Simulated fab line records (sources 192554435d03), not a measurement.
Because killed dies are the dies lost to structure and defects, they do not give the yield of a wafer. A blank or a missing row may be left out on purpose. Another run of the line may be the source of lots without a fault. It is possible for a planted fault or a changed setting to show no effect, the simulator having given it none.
Matching of chambers	flow n5 finfet	rie diel-01 running N5_FIN_SAQP_HM_OPEN_73: 4 sister chambers
The step chemistry CHF3/O2, target SiO2, stops on a-Si, target depth 12 nm, time 16.8 s. 27 wafers are shown with their chamber, then 12 later ones without.

## WAFERS, EACH WITH ITS CHAMBER
wafer	chamber	rf vpp V (V)	drypump motor current A (A)	showerhead plenum p Torr (Torr)
L074.2	3	539	6.0	2.48
L074.3	2	490	5.3	2.55
L074.4	0	539	6.3	2.46
L075.4	3	538	5.9	2.48
L075.5	0	540	6.3	2.46
L075.6	1	532	5.8	2.40
L080.1	3	538	6.0	2.48
L080.3	1	533	5.7	2.39
L080.4	0	538	6.3	2.46
L081.1	1	531	5.7	2.39
L081.3	3	537	5.9	2.48
L081.6	1	532	5.8	2.39
L085.2	2	491	5.3	2.54
L085.4	3	537	6.0	2.47
L085.5	2	492	5.3	2.54
L087.3	1	532	5.7	2.39
L087.5	0	537	6.3	2.45
L087.6	1	531	5.7	2.39
L089.1	3	535	6.0	2.47
L089.2	0	538	6.3	2.45
L089.3	1	533	5.8	2.39
L089.4	2	492	5.3	2.54
L089.5	0	539	6.3	2.45
L089.6	1	530	5.8	2.39
L091.1	0	539	6.3	2.45
L091.2	3	539	6.0	2.47
L091.3	2	493	5.3	2.54

SIGNATURES, as means of the wafers listed above
reading	chamber 0	chamber 1	chamber 2	chamber 3	scatter within a chamber
rf vpp V	538.57	531.75	491.60	537.57	1.14
drypump motor current A	6.300	5.750	5.300	5.971	0.0386
showerhead plenum p Torr	2.4543	2.3913	2.5420	2.4757	0.00471
Rule: a wafer lies at a distance from a chamber equal to the root of the sum of squares, over the readings, of (its reading less the chamber's mean, divided by the reading's scatter). If the next closest chamber is less than 2 further off than the closest, the wafer can't be placed; otherwise it belongs to the closest. The scatter: take each reading less its chamber's mean, square it, sum over the shown wafers, divide by the number of wafers less the number of chambers, and take the root.

## WAFERS WITH NO CHAMBER GIVEN
wafer	rf vpp V (V)	drypump motor current A (A)	showerhead plenum p Torr (Torr)
L091.4	531	5.7	2.39
L091.5	539	6.0	2.47
L091.6	491	5.3	2.54
L093.2	538	6.3	2.45
L093.3	531	5.7	2.38
L093.4	537	6.0	2.47
L094.3	539	6.3	2.45
L094.4	531	5.8	2.38
L094.6	536	6.0	2.47
L097.2	539	6.0	2.46
L097.4	539	6.3	2.44
L097.6	492	5.3	2.53

## WHICH CHAMBER EACH ONE RAN IN
wafer	from the rows above	in truth
L091.4	1	1
L091.5	3	3
L091.6	2	2
L093.2	0	0
L093.3	1	1
L093.4	3	3
L094.3	0	0
L094.4	1	1
L094.6	3	3
L097.2	3	3
L097.4	0	0
L097.6	2	2
Correct placement for 12 of the 12. From these rows, 0 cannot be placed. 0 placed wrongly.
